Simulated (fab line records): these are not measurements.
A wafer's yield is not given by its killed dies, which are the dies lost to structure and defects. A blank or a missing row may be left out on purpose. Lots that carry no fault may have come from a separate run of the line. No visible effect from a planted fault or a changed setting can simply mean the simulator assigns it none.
Which tool was responsible? :: flow n5Finfet :: 12 lots, 36 wafers sampled, at 1 step of a route of 1938

WHAT EACH GAUGE READ, for each wafer
N5_BEOL_M8_CD_MEAS_18: pitch 80 nm, target cd 40 nm.
lot: L077
measured: day 10 07:33
on: cdSem-01
cdNm (nm): 38.4 39.1 38.7

lot: L078
measured: day 10 15:17
on: cdSem-01
cdNm (nm): 40.8 39.1 40.0

lot: L079
measured: day 10 17:06
on: cdSem-01
cdNm (nm): 40.6 41.8 40.6

lot: L082
measured: day 12 04:19
on: cdSem-03
cdNm (nm): 38.9 38.8 39.0

lot: L080
measured: day 12 08:30
on: cdSem-02
cdNm (nm): 39.8 40.2 40.1

lot: L085
measured: day 12 14:35
on: cdSem-02
cdNm (nm): 41.0 40.3 41.2

lot: L090
measured: day 13 11:02
on: cdSem-03
cdNm (nm): 40.1 39.3 39.2

lot: L088
measured: day 14 07:52
on: cdSem-01
cdNm (nm): 39.0 38.3 39.0

lot: L091
measured: day 14 14:49
on: cdSem-03
cdNm (nm): 39.7 40.7 40.0

lot: L094
measured: day 16 02:32
on: cdSem-01
cdNm (nm): 39.9 41.6 40.5

lot: L093
measured: day 16 08:14
on: cdSem-01
cdNm (nm): 38.8 39.7 39.8

lot: L095
measured: day 16 18:17
on: cdSem-03
cdNm (nm): 40.1 39.2 41.1

TOOL THAT RAN EACH LOT (tool first, then ch and the chambers of the sampled wafers, then the start)
The record holds no process step before these readings.

THE ANSWER, worked out from the rows above alone
Rule: usual is defined by the lots themselves. Put in order of their means at a reading, lots are off if they are a third of the lots or fewer, leave a main group of 4 or more, and stand apart from it by a gap of 3 or more times the standard deviation of the main group's means; of several such gaps the widest counts. A main group is skipped when, at the precision printed for the reading in the tables above, its means are all equal. Also off: a lot with no number at a reading for which 4 or more lots have one. Any other lot the step has rows for is counted as sound.
Nothing can be told from this: no lot is off at any reading shown.

WHAT THE SIMULATOR HAD PUT IN
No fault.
